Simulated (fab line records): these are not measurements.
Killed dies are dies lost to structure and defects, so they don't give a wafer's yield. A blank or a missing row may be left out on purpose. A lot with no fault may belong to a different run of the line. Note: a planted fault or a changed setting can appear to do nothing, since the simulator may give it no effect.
fab line records	flow nandHarc
record lots=6	wafers=18	lastDay=23
route steps=1159 shown A_CONTACT@899 END@1159
lots that met no fault: taken from a fault-free run of the same line
startH: the number of hours between the record's first day and the start of the first shown wafer of the lot	waitH: hours elapsed since this lot's preceding step	" the same as in the row above	L1.1+2: a single row standing in for several wafers	- value missing, or start not given	* or withheld: withheld	< > ~ a bound
route shown NAME@n: names a module that has steps shown in the file, with the first one's number in the route	usual: average and standard deviation across the fault-free wafers	same: alike in all rows	chamber/n: place in a boat	sites: each site's reading	_std_site: how widely they spread, as a standard deviation	_edge_site: outer sites' mean less inner sites'	radiusMm: how far each site lies from the wafer's centre	mask NAME#n: copy n	behind: the tool/chamber that last shaped the wafer	hold: the reason the lot was held/the length of the hold in hours/how it ended	device: whichever transistor did not switch (one of n, p or np)	end of line: tests run on the same wafers once the route is complete	a step with no rows: only its recipe	killed: the dies lost at the first sort to structure and to defects; this is not the yield of the wafer	map: a wafer's dies, marking killed ones x, the rest . and places with no die _
set.NAME: the setting that was run; set.NAME@STEP: the one run at that earlier step	model.NAME: the simulator's own value behind a step, which no gauge read
certain route steps with their lots: each step a table, each wafer a row
services: from which hour (startH, from the record's first day; less than 0 if before it) a tool's chamber was out of use, for how many hours, and why
## steps
# step NHARC_A_CONTACT_DESCUM_74
# recipe timeS=3	o2FlowSccm=200	arFlowSccm=0	biasPowerW=0	chemistry=O2
# step NHARC_A_CONTACT_ETCH_75
# recipe targetDepthA=390	overEtchFrac=0.3	timeS=65	ionEnergyEv=80	cf4FlowSccm=150	arFlowSccm=0	rfW=300	biasW=100	chemistry=CF4
# step NHARC_A_CONTACT_ETCH_76
# recipe targetDepthA=2600	overEtchFrac=0.3	timeS=475.3	ionEnergyEv=200	n2FlowSccm=150	h2FlowSccm=150	arFlowSccm=0	rfW=400	biasW=150	chemistry=N2/H2
# step NHARC_A_CONTACT_ETCH_77
# recipe targetDepthA=726	timeS=36.3	cf4FlowSccm=100	chf3FlowSccm=30	arFlowSccm=0	rfW=500	biasW=200	chemistry=CF4/CHF3
# step NHARC_A_CONTACT_ETCH_78
# recipe targetDepthA=28000	overEtchFrac=0.3	timeS=728	ionEnergyEv=150	o2FlowSccm=400	cosFlowSccm=20	arFlowSccm=0	rfW=500	biasW=300	chemistry=O2/COS
# step NHARC_A_CONTACT_ETCH_124
# recipe sourceW=withheld	pressureMtorr=20	biasV=withheld	timeS=140	targetDepthA=7000	arFlowSccm=withheld	c4f8FlowSccm=withheld	o2FlowSccm=withheld	chemistry=C4F8/O2/Ar
# step NHARC_A_CONTACT_ETCH_125
# recipe sourceW=withheld	pressureMtorr=20	biasV=1200	timeS=155	targetDepthA=9560	arFlowSccm=withheld	c4f8FlowSccm=withheld	o2FlowSccm=withheld	chemistry=C4F8/O2/Ar
# step NHARC_A_CONTACT_ETCH_126
# recipe sourceW=withheld	pressureMtorr=20	biasV=1200	timeS=155	targetDepthA=9560	arFlowSccm=withheld	c4f8FlowSccm=withheld	o2FlowSccm=withheld	chemistry=C4F8/O2/Ar
# step NHARC_A_CONTACT_ETCH_127
# recipe sourceW=withheld	pressureMtorr=20	biasV=1200	timeS=155	targetDepthA=9560	arFlowSccm=withheld	c4f8FlowSccm=withheld	o2FlowSccm=withheld	chemistry=C4F8/O2/Ar
lot.wafer	tool	chamber	startH	waitH	rfHoursCounterH
L678.1	harCapEtch-03	0	388.21	0.1	85
L678.3	"	1	"	"	-
L678.4	"	0	"	"	-
L677.2	harCapEtch-03	1	394.81	0.1	86
L677.3	"	0	"	"	-
L677.5	"	1	"	"	-
L681.3	harCapEtch-03	1	426.34	0.1	-
L681.4	"	0	"	"	-
L681.6	"	0	"	"	-
L679.1	harCapEtch-01	0	437.27	0.1	66
L679.2	"	1	"	"	66
L679.5	"	1	"	"	-
L689.2	harCapEtch-03	1	485.30	0.1	100
L689.1	"	0	"	"	100
L689.3	"	1	"	"	-
L692.1	harCapEtch-03	0	495.74	0.1	102
L692.4	"	0	"	"	-
L692.5	"	0	"	"	-
# step NHARC_A_CONTACT_ETCH_128
# recipe sourceW=withheld	pressureMtorr=20	biasV=1200	timeS=155	targetDepthA=9560	arFlowSccm=withheld	c4f8FlowSccm=withheld	o2FlowSccm=withheld	chemistry=C4F8/O2/Ar
# step NHARC_A_CONTACT_ETCH_129
# recipe sourceW=withheld	pressureMtorr=20	biasV=1200	timeS=155	targetDepthA=9560	arFlowSccm=withheld	c4f8FlowSccm=withheld	o2FlowSccm=withheld	chemistry=C4F8/O2/Ar
lot.wafer	tool	chamber	startH	waitH	rfHoursCounterH
L678.1	harCapEtch-03	0	388.49	0.1	85
L678.3	"	1	"	"	-
L678.4	"	0	"	"	-
L677.2	harCapEtch-03	1	395.09	0.1	87
L677.3	"	0	"	"	-
L677.5	"	1	"	"	-
L681.3	harCapEtch-03	1	426.62	0.1	-
L681.4	"	0	"	"	-
L681.6	"	0	"	"	-
L679.1	harCapEtch-01	0	437.55	0.1	66
L679.2	"	1	"	"	66
L679.5	"	1	"	"	-
L689.2	harCapEtch-03	1	485.58	0.1	100
L689.1	"	0	"	"	100
L689.3	"	1	"	"	-
L692.1	harCapEtch-03	0	496.02	0.1	102
L692.4	"	0	"	"	-
L692.5	"	0	"	"	-
# step NHARC_A_CONTACT_ETCH_130
# recipe sourceW=withheld	pressureMtorr=20	biasV=1200	timeS=155	targetDepthA=9560	arFlowSccm=withheld	c4f8FlowSccm=withheld	o2FlowSccm=withheld	chemistry=C4F8/O2/Ar
# step NHARC_A_CONTACT_ETCH_131
# recipe sourceW=withheld	pressureMtorr=20	biasV=1200	timeS=155	targetDepthA=9560	arFlowSccm=withheld	c4f8FlowSccm=withheld	o2FlowSccm=withheld	chemistry=C4F8/O2/Ar
lot.wafer	tool	chamber	startH	waitH	rfHoursCounterH
L678.1	harCapEtch-03	0	388.77	0.1	86
L678.3	"	1	"	"	-
L678.4	"	0	"	"	-
L677.2	harCapEtch-03	1	395.37	0.1	87
L677.3	"	0	"	"	-
L677.5	"	1	"	"	-
L681.3	harCapEtch-03	1	426.90	0.1	-
L681.4	"	0	"	"	-
L681.6	"	0	"	"	-
L679.1	harCapEtch-01	0	437.84	0.1	66
L679.2	"	1	"	"	66
L679.5	"	1	"	"	-
L689.2	harCapEtch-03	1	485.87	0.1	101
L689.1	"	0	"	"	101
L689.3	"	1	"	"	-
L692.1	harCapEtch-03	0	496.31	0.1	103
L692.4	"	0	"	"	-
L692.5	"	0	"	"	-
# step NHARC_A_CONTACT_ETCH_132
# recipe sourceW=withheld	pressureMtorr=20	biasV=1200	timeS=156	targetDepthA=9580	arFlowSccm=withheld	c4f8FlowSccm=withheld	o2FlowSccm=withheld	chemistry=C4F8/O2/Ar
lot.wafer	tool	chamber	startH	waitH	rfHoursCounterH
L678.1	harCapEtch-03	0	388.91	0.1	86
L678.3	"	1	"	"	-
L678.4	"	0	"	"	-
L677.2	harCapEtch-03	1	395.51	0.1	87
L677.3	"	0	"	"	-
L677.5	"	1	"	"	-
L681.3	harCapEtch-03	1	427.04	0.1	-
L681.4	"	0	"	"	-
L681.6	"	0	"	"	-
L679.1	harCapEtch-01	0	437.98	0.1	66
L679.2	"	1	"	"	66
L679.5	"	1	"	"	-
L689.2	harCapEtch-03	1	486.01	0.1	101
L689.1	"	0	"	"	101
L689.3	"	1	"	"	-
L692.1	harCapEtch-03	0	496.45	0.1	103
L692.4	"	0	"	"	-
L692.5	"	0	"	"	-
# step NHARC_A_CONTACT_ETCH_133
# recipe sourceW=withheld	pressureMtorr=20	biasV=400	timeS=195	targetDepthA=8400	arFlowSccm=withheld	c4f8FlowSccm=11.5	o2FlowSccm=7.2	chemistry=C4F8/O2/Ar
# step NHARC_A_CONTACT_ETCH_91
# recipe targetDepthA=400	overEtchFrac=0.5	timeS=85.7	ionEnergyEv=120	ch3fFlowSccm=50	o2FlowSccm=30	arFlowSccm=200	rfW=500	biasW=100	chemistry=CH3F/O2
# step NHARC_A_CONTACT_ETCH_97
# recipe targetDepthA=200	overEtchFrac=0.5	timeS=10	ionEnergyEv=250	c4f6FlowSccm=25	o2FlowSccm=20	arFlowSccm=500	rfW=600	biasW=500	chemistry=C4F6/O2
# step NHARC_A_CONTACT_CD_MEAS_80
# usual cdNm=189.6/0.8
lot.wafer	tool	chamber	startH	waitH	cdNm
L678.1	cdSem-02	-	389.85	-	189.1
L678.3	"	-	"	"	189.6
L678.4	"	-	"	"	188.5
L677.2	cdSem-01	-	396.42	-	190.7
L677.3	"	-	"	"	189.4
L677.5	"	-	"	"	189.5
L681.3	cdSem-01	-	427.95	-	188.7
L681.4	"	-	"	"	188.5
L681.6	"	-	"	"	189.4
L679.1	cdSem-02	-	438.91	-	190.9
L679.2	"	-	"	"	190.3
L679.5	"	-	"	"	190.0
L689.1	cdSem-03	-	486.94	-	189.8
L689.2	"	-	"	"	189.7
L689.3	"	-	"	"	190.0
L692.1	cdSem-02	-	497.36	-	190.7
L692.4	"	-	"	"	190.2
L692.5	"	-	"	"	189.7
# step NHARC_A_CONTACT_STRIP_103
# recipe n2FlowSccm=150	h2FlowSccm=150	arFlowSccm=0	biasW=0	chemistry=N2/H2
# step NHARC_A_CONTACT_STRIP_104
# recipe cf4FlowSccm=100	chf3FlowSccm=30	arFlowSccm=0	biasW=0	chemistry=CF4/CHF3
# step NHARC_A_CONTACT_STRIP_105
# recipe o2FlowSccm=400	cosFlowSccm=20	arFlowSccm=0	biasW=0	chemistry=O2/COS
# step NHARC_A_CONTACT_ETCH_106
# recipe targetDepthA=600	overetchA=60	timeS=33	ionEnergyEv=100	cf4FlowSccm=80	o2FlowSccm=20	arFlowSccm=0	rfW=300	biasW=100	chemistry=CF4/O2
# step NHARC_A_CONTACT_STRIP_82
# recipe o2FlowSccm=500	arFlowSccm=0	biasW=0	chemistry=O2
# step NHARC_A_CONTACT_STRIP_83
# recipe timeS=600	tempC=30	chemistry=postEtchResidueRemover
# step NHARC_A_CONTACT_DEP_84
# recipe targetThkA=20000	tempC=400	material=aC
# step NHARC_A_CONTACT_DEP_85
# recipe targetThkA=500	targetThkNm=50	tempC=400	pressureTorr=3.5	flowSccm=200	rfW=350	material=SiON
# usual heaterPowerOuterW=447/61	heaterPowerW=738/110
lot.wafer	tool	chamber	startH	waitH	heaterPowerOuterW	heaterPowerW
L678.1	pecvd-02	2	394.06	1.1	398	733
L678.4	"	2	"	"	411	744
L678.3	"	1	"	"	528	788
L677.2	pecvd-01	1	398.64	0.9	432	707
L677.3	"	0	"	"	448	739
L677.5	"	2	"	"	514	981
L681.3	pecvd-04	0	433.18	0.7	409	642
L681.4	"	2	"	"	471	743
L681.6	"	0	"	"	402	632
L679.1	pecvd-04	0	441.79	1.1	391	605
L679.2	"	2	"	"	522	790
L679.5	"	0	"	"	391	613
L689.1	pecvd-04	2	491.56	1.1	455	692
L689.2	"	0	"	"	357	573
L689.3	"	1	"	"	433	694
L692.1	pecvd-04	2	499.56	1.1	514	809
L692.4	"	2	"	"	518	802
L692.5	"	1	"	"	403	649
# step NHARC_A_CONTACT_DEHYDRATE_00
# recipe tempC=150	timeS=120
# step NHARC_A_CONTACT_HMDS_01
# recipe timeS=30
# step NHARC_A_CONTACT_COAT_86
# recipe tempC=260	timeS=75
# step NHARC_A_CONTACT_COAT_87
# recipe tempC=225	timeS=65
# step NHARC_A_CONTACT_COAT_02
# recipe spinRpm=1500	resistThkNm=90
# step NHARC_A_CONTACT_SOFTBAKE_03
# recipe tempC=105	timeS=55
# step NHARC_A_CONTACT_EBR_04
# step NHARC_A_CONTACT_EXPOSE_05
# recipe na=1.35	sigmaOuter=0.8	doseMj=84.24	maskId=A_CC
# step NHARC_A_CONTACT_PEB_06
# recipe pebTempC=100	pebTimeS=65
# step NHARC_A_CONTACT_DEVELOP_07
# recipe developTimeS=35	devTempC=23
# step NHARC_A_CONTACT_CD_MEAS_08
# recipe targetCdNm=100	landingEnergyEv=500
# usual cdNm=99.8/0.51
lot.wafer	tool	chamber	startH	waitH	cdNm
L678.1	cdSem-03	0	394.87	-	100.1
L678.3	"	0	"	"	99.7
L678.4	"	0	"	"	100.6
L677.2	cdSem-01	0	399.38	-	100.1
L677.3	"	0	"	"	99.5
L677.5	"	0	"	"	99.7
L681.3	cdSem-03	0	433.84	-	99.6
L681.4	"	0	"	"	99.5
L681.6	"	0	"	"	99.7
L679.1	cdSem-01	0	442.55	-	99.8
L679.2	"	0	"	"	99.1
L679.5	"	0	"	"	99.8
L689.1	cdSem-03	0	492.28	-	100.4
L689.2	"	0	"	"	99.9
L689.3	"	0	"	"	100.2
L692.1	cdSem-02	0	500.15	-	99.3
L692.4	"	0	"	"	98.8
L692.5	"	0	"	"	99.3
# step NHARC_A_CONTACT_OVL_MEAS_09
# usual overlayXNm=-0.3/0.97	overlayYNm=-0.1/1.1
lot.wafer	tool	chamber	startH	waitH	overlayXNm	overlayYNm
L678.1	overlay-02	-	394.96	-	0.0	-1.4
L678.3	"	-	"	"	1.0	-0.5
L678.4	"	-	"	"	0.8	-1.5
L677.2	overlay-02	-	399.46	-	-2.0	-0.2
L677.3	"	-	"	"	-1.8	-0.4
L677.5	"	-	"	"	-1.8	-0.1
L681.3	overlay-01	-	433.93	-	0.6	-0.1
L681.4	"	-	"	"	0.1	-0.4
L681.6	"	-	"	"	-0.1	-0.4
L679.1	overlay-01	-	442.64	-	0.1	1.3
L679.2	"	-	"	"	0.7	0.5
L679.5	"	-	"	"	-0.1	0.5
L689.1	overlay-02	-	492.37	-	0.0	-2.2
L689.2	"	-	"	"	0.2	-2.2
L689.3	"	-	"	"	-0.3	-1.8
L692.1	overlay-01	-	500.24	-	0.0	-1.6
L692.4	"	-	"	"	-0.3	-1.9
L692.5	"	-	"	"	0.0	-2.7
# step NHARC_A_CONTACT_DESCUM_13
# recipe timeS=3	o2FlowSccm=200	arFlowSccm=0	biasPowerW=0	chemistry=O2
# usual drypumpMotorCurrentA=5.5/0.34	o2FlowSccm=200.0/0.65	oesProductAu=1.001/0.008	rfVppV=57.5/0.99	showerheadPlenumPTorr=1.86/0.1	throttleValvePct=11.311/0.0087
lot.wafer	tool	chamber	startH	waitH	drypumpMotorCurrentA	o2FlowSccm	oesProductAu	rfHoursCounterH	rfVppV	showerheadPlenumPTorr	throttleValvePct
L678.3	rieDiel-09	2	395.06	0.1	6.4	199.8	0.996	50	58.3	1.96	11.311
L678.4	"	3	"	"	5.4	200.1	0.997	48	58.5	1.93	11.298
L678.1	"	0	"	"	5.4	198.8	1.008	42	57.6	2.06	11.303
L677.2	rieDiel-10	1	399.56	0.1	5.4	199.4	1.007	12	57.4	1.98	11.296
L677.3	"	3	"	"	5.4	199.4	1.015	11	58.7	1.94	11.313
L677.5	"	2	"	"	5.7	199.3	1.007	-	56.6	1.78	11.311
L681.3	rieDiel-11	2	434.04	0.1	5.9	199.9	1.000	8	57.6	1.78	11.298
L681.4	"	0	"	"	5.2	199.6	1.000	8	58.6	1.97	11.302
L681.6	"	3	"	"	5.2	200.2	1.006	-	58.5	1.77	11.315
L679.2	rieDiel-11	2	442.75	0.1	5.9	199.4	0.994	11	57.0	1.78	11.312
L679.1	"	1	"	"	5.7	199.2	1.002	11	58.2	1.77	11.313
L679.5	"	2	"	"	5.9	199.1	0.996	-	58.6	1.78	11.306
L689.3	rieDiel-11	0	492.46	0.1	5.2	199.1	0.991	21	57.9	1.97	11.312
L689.2	"	2	"	"	5.9	200.3	0.991	22	56.9	1.78	11.310
L689.1	"	3	"	"	5.2	199.8	0.991	21	57.3	1.77	11.318
L692.4	rieDiel-11	2	500.34	0.1	5.8	200.6	0.986	24	56.8	1.78	11.313
L692.1	"	3	"	"	5.2	199.9	1.014	23	57.0	1.77	11.315
L692.5	"	3	"	"	5.2	199.2	1.010	-	58.2	1.77	11.303
# step NHARC_A_CONTACT_ETCH_88
# recipe targetDepthA=390	overEtchFrac=0.3	timeS=65	ionEnergyEv=80	cf4FlowSccm=150	arFlowSccm=0	rfW=300	biasW=100	chemistry=CF4
# step NHARC_A_CONTACT_ETCH_89
# recipe targetDepthA=2600	overEtchFrac=0.3	timeS=475.3	ionEnergyEv=200	n2FlowSccm=150	h2FlowSccm=150	arFlowSccm=0	rfW=400	biasW=150	chemistry=N2/H2
# step NHARC_END_SORT_01
# recipe tempC=25
# usual killedAtArray=25/9.5	killedAtOther=0.8/1.2	killedAtPeriphery=3.4/2.2	killedDies=29/10	killedOpen=3.3/1.8	killedShort=2.1/1.4
# same grossDies=677
lot.wafer	tool	chamber	startH	waitH	killedAtArray	killedAtOther	killedAtPeriphery	killedDies	killedOpen	killedShort
L677.2	prober-01	0	465.87	2.8	27	1	2	30	4	0
L677.3	prober-01	0	466.66	3.1	29	0	9	38	6	5
L677.5	prober-01	0	468.22	3.6	32	0	4	36	3	2
L689.1	prober-01	0	553.50	2.5	68	0	3	71	2	2
L689.2	prober-01	0	554.29	2.8	78	0	2	80	4	2
L689.3	prober-01	0	555.08	3.1	69	2	2	73	2	6
L692.1	prober-02	0	558.23	2.5	85	0	0	85	1	2
L692.4	prober-02	0	560.65	3.4	80	0	1	81	0	0
L692.5	prober-02	0	561.45	3.7	76	0	0	76	3	6
# killed by level:class
L677.2 A_CHANNEL_HOLE_D1:chamberFilmFlake=13 A_SLIT:chamberFilmFlake=6 A_CONTACT:chamberFilmFlake=3 P_M0:geometricParticle:open=1 A_CHANNEL_FILL_D1:geometricParticle:open=1 A_M0:geometricParticle:open=1 P_STI:chamberFilmFlake=1 STARTING-WAFER:geometricParticle:open=1
L677.3 A_CHANNEL_HOLE_D1:chamberFilmFlake=13 A_SLIT:chamberFilmFlake=8 P_STI:chamberFilmFlake=6 A_CHANNEL_FILL_D1:geometricParticle:open=2 A_CONTACT:geometricParticle:open=2 P_CONTACT:geometricParticle:short=1 P_M0:geometricParticle:short=1 P_M1:geometricParticle:open=1
L677.5 A_CHANNEL_HOLE_D1:chamberFilmFlake=16 A_SLIT:chamberFilmFlake=8 A_CONTACT:chamberFilmFlake=5 P_STI:chamberFilmFlake=2 P_M0:geometricParticle:short=1 P_M0:geometricParticle:open=1 A_ONON_D1:geometricParticle:open=1 A_CHANNEL_FILL_D1:geometricParticle:open=1
L689.1 A_CONTACT:unspecified=62 A_STAIRCASE:chamberFilmFlake=2 P_CONTACT:geometricParticle:short=1 P_M0:geometricParticle:open=1 A_CONTACT:geometricParticle:open=1 A_M1:geometricParticle:short=1 P_GATE:chamberFilmFlake=1 A_CHANNEL_HOLE_D1:chamberFilmFlake=1
L689.2 A_CONTACT:unspecified=57 A_CHANNEL_HOLE_D1:chamberFilmFlake=6 A_STAIRCASE:chamberFilmFlake=3 A_CONTACT:chamberFilmFlake=3 A_ZERO_WELL:chamberFilmFlake=2 P_CONTACT:geometricParticle:short=1 P_CONTACT:geometricParticle:open=1 A_CHANNEL_FILL_D1:geometricParticle:short=1
L689.3 A_CONTACT:unspecified=50 A_CHANNEL_HOLE_D1:chamberFilmFlake=4 A_STAIRCASE:chamberFilmFlake=4 A_CHANNEL_FILL_D1:geometricParticle:short=3 A_WL_FILL:chamberFilmFlake=2 THIN_TSV:chamberFilmFlake=2 P_CONTACT:geometricParticle:short=1 A_ONON_D1:geometricParticle:open=1
L692.1 A_CONTACT:unspecified=59 A_CHANNEL_HOLE_D1:chamberFilmFlake=20 A_ONON_D1:geometricParticle:open=1 A_CHANNEL_HOLE_D1:geometricParticle:short=1 A_WL_FILL:geometricParticle:short=1 A_STAIRCASE:chamberFilmFlake=1 A_WL_FILL:chamberFilmFlake=1 A_BLC:chamberFilmFlake=1
L692.4 A_CONTACT:unspecified=58 A_CHANNEL_HOLE_D1:chamberFilmFlake=16 A_STAIRCASE:chamberFilmFlake=2 A_CONTACT:chamberFilmFlake=2 P_CONTACT:chamberFilmFlake=1 A_ZERO_WELL:chamberFilmFlake=1 A_WL_FILL:chamberFilmFlake=1
L692.5 A_CONTACT:unspecified=56 A_CHANNEL_HOLE_D1:chamberFilmFlake=5 A_CONTACT:geometricParticle:open=3 A_CHANNEL_HOLE_D1:geometricParticle:short=2 A_M1:geometricParticle:short=2 A_STAIRCASE:chamberFilmFlake=2 A_WL_FILL:chamberFilmFlake=2 A_CONTACT:chamberFilmFlake=2
# map L689.2 (x killed, . not)
____________x____________
_________..x.x.._________
_______...x.x.x..._______
______.............______
_____x..x..........._____
____...x......x......____
____.................____
___...................___
___...................___
__.....................__
__.....................__
_......................._
_......................._
_......................._
_.....xx................_
_......................._
.......x.................
.......x.........x.......
.........................
.........................
.x.......................
_......................._
_......................._
_.......x..............._
_......................._
_....................x.._
__....x................__
__.....x...............__
___.....xxxx.x........___
___x.x.xx.xxx.........___
____..xxxxxxx..x.....____
____..xxxxxxxxx......____
_____.xxxxxxxx......_____
______xxxxxxxx.....______
_______xxxxxxx.x.._______
_________xxxxxx._________
____________x____________
# map L692.1 (x killed, . not)
____________.____________
_________......._________
_______..........._______
______.............______
_____.xx............_____
____..x..............____
____x.xx.............____
___.xxx...............___
___.xxx.x.............___
__...xx..x.............__
__...xx................__
_....x...x.............._
_x......................_
_..x...................._
_xxx...................._
_xx.x.x................._
xxxxx..x.................
xxxxxx............x......
xxxxxx...................
xxxxxxx..................
xxxxxxx..................
_xxxxxx................._
_xxxx..................._
_xxxx..................._
_xx.x..................._
_.xxx..................._
__.x...................__
__.....................__
___...................___
___...................___
____.................____
____.................____
_____..............._____
______....x........______
_______..........._______
_________x......_________
____________.____________
## services
tool	chamber	startH	hours	kind
rieDiel-11	-	366.50	9.0	pm
rieDiel-11	0	366.50	9.0	ventCycle
rieDiel-11	1	366.50	9.0	ventCycle
rieDiel-11	2	366.50	9.0	ventCycle
rieDiel-11	3	366.50	9.0	ventCycle
pecvd-04	1	367.63	4.7	repair
rieDiel-11	0	375.50	-	clean
rieDiel-11	1	375.50	-	clean
rieDiel-11	2	375.50	-	clean
rieDiel-11	3	375.50	-	clean
pecvd-04	-	376.42	13.0	pm
pecvd-04	0	376.42	13.0	ventCycle
pecvd-04	1	376.42	13.0	ventCycle
pecvd-04	2	376.42	13.0	ventCycle
rieDiel-11	3	384.36	7.9	repair
pecvd-04	0	389.42	-	clean
pecvd-04	1	389.42	-	clean
pecvd-04	2	389.42	-	clean
pecvd-01	-	418.11	13.0	pm
rieDiel-10	-	424.08	0.6	repair
rieDiel-09	-	431.17	9.0	pm
rieDiel-09	2	454.39	10.1	repair
rieDiel-10	3	470.73	5.4	repair
pecvd-02	-	493.84	0.9	repair
## key
firstSign step=NHARC_END_SORT_01	reading=killedAtArray	direction=up	sigmas=5.4	usual=25	struck=76
effect step=NHARC_END_SORT_01	reading=killedDies	direction=up	sigmas=4.7	usual=29	struck=78
moreKillsBornAt NHARC_A_CONTACT_ETCH_131@harCapEtch-03=335
metAt NHARC_A_CONTACT_ETCH_131
struckWafers L689.1,L689.2,L689.3,L692.1,L692.4,L692.5
testerLeftOut L689,L692
onsetBetween 426.90 485.87
alsoFits time
fault kind=chamberParticleSource	tool=harCapEtch-03	chamber=-	onsetH=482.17	steps=NHARC_A_CONTACT_ETCH_131	ratePerVisitCm2=0.72247	endH=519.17
# testerLeftOut: of these lots the tester's yield and bins aren't shown, on N5 and GAA mostly nor the transistor test; their killed dies are dies lost to structure and defects alone, not to doping, threshold or leakage, so they don't give the yield
